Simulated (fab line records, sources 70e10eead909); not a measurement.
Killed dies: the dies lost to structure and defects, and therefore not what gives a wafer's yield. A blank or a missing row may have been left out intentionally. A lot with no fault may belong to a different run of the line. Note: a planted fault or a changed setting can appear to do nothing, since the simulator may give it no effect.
Matching of chambers :: flow nandHarc :: NHARC_A_CHANNEL_FILL_D1_ALD_14 on aldHk-04: 4 sister chambers
The step deposits SiO2, target thk 2.5 nm, pulse time 10 s, ald cycles 25. 7 wafers are shown with their chamber, then 8 later ones without.

WAFERS PAIRED WITH THEIR CHAMBERS
wafer: L084.1
chamber: 0
heaterPowerW (W): 549
precursorPulseHeightRel: 1.013

wafer: L085.5
chamber: 2
heaterPowerW (W): 516
precursorPulseHeightRel: 0.985

wafer: L085.6
chamber: 3
heaterPowerW (W): 539
precursorPulseHeightRel: 0.994

wafer: L087.1
chamber: 1
heaterPowerW (W): 516
precursorPulseHeightRel: 0.994

wafer: L087.4
chamber: 3
heaterPowerW (W): 540
precursorPulseHeightRel: 0.994

wafer: L087.6
chamber: 0
heaterPowerW (W): 530
precursorPulseHeightRel: 0.953

wafer: L087.2
chamber: 2
heaterPowerW (W): 516
precursorPulseHeightRel: 0.984

WAFERS MISSING THEIR CHAMBER
wafer: L087.3
heaterPowerW (W): 532
precursorPulseHeightRel: 0.999

wafer: L087.5
heaterPowerW (W): 540
precursorPulseHeightRel: 0.995

wafer: L090.4
heaterPowerW (W): 495
precursorPulseHeightRel: 0.987

wafer: L090.5
heaterPowerW (W): 539
precursorPulseHeightRel: 1.020

wafer: L090.6
heaterPowerW (W): 507
precursorPulseHeightRel: 1.017

wafer: L089.1
heaterPowerW (W): 542
precursorPulseHeightRel: 1.024

wafer: L089.3
heaterPowerW (W): 514
precursorPulseHeightRel: 0.988

wafer: L089.6
heaterPowerW (W): 545
precursorPulseHeightRel: 0.999

THE CHAMBER EACH PASSED THROUGH
wafer: L087.3
from the rows above: can't be placed: 3 or 0 or 1 or 2
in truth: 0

wafer: L087.5
from the rows above: can't be placed: 3 or 0
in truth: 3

wafer: L090.4
from the rows above: can't be placed: 2 or 1
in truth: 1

wafer: L090.5
from the rows above: can't be placed: 3 or 0
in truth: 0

wafer: L090.6
from the rows above: can't be placed: 1 or 2
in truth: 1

wafer: L089.1
from the rows above: can't be placed: 3 or 0
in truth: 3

wafer: L089.3
from the rows above: can't be placed: 2 or 1
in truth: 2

wafer: L089.6
from the rows above: can't be placed: 3 or 0
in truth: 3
Correct placement for 0 of the 8. Not placeable from these rows: 8 (in 8, the candidates include the true chamber). Placed wrongly: 0.
How it was worked out, from the rows above alone: a wafer's distance from a chamber is the root of the sum, over the readings, of the square of ((its reading less the chamber's mean) divided by the reading's scatter). The wafer belongs to the nearest chamber; if the next one is less than 2 further off, it can't be placed. Each chamber's mean is taken over the wafers shown for it. The scatter: take each reading less its chamber's mean, square it, sum over the shown wafers, divide by the number of wafers less the number of chambers, and take the root.
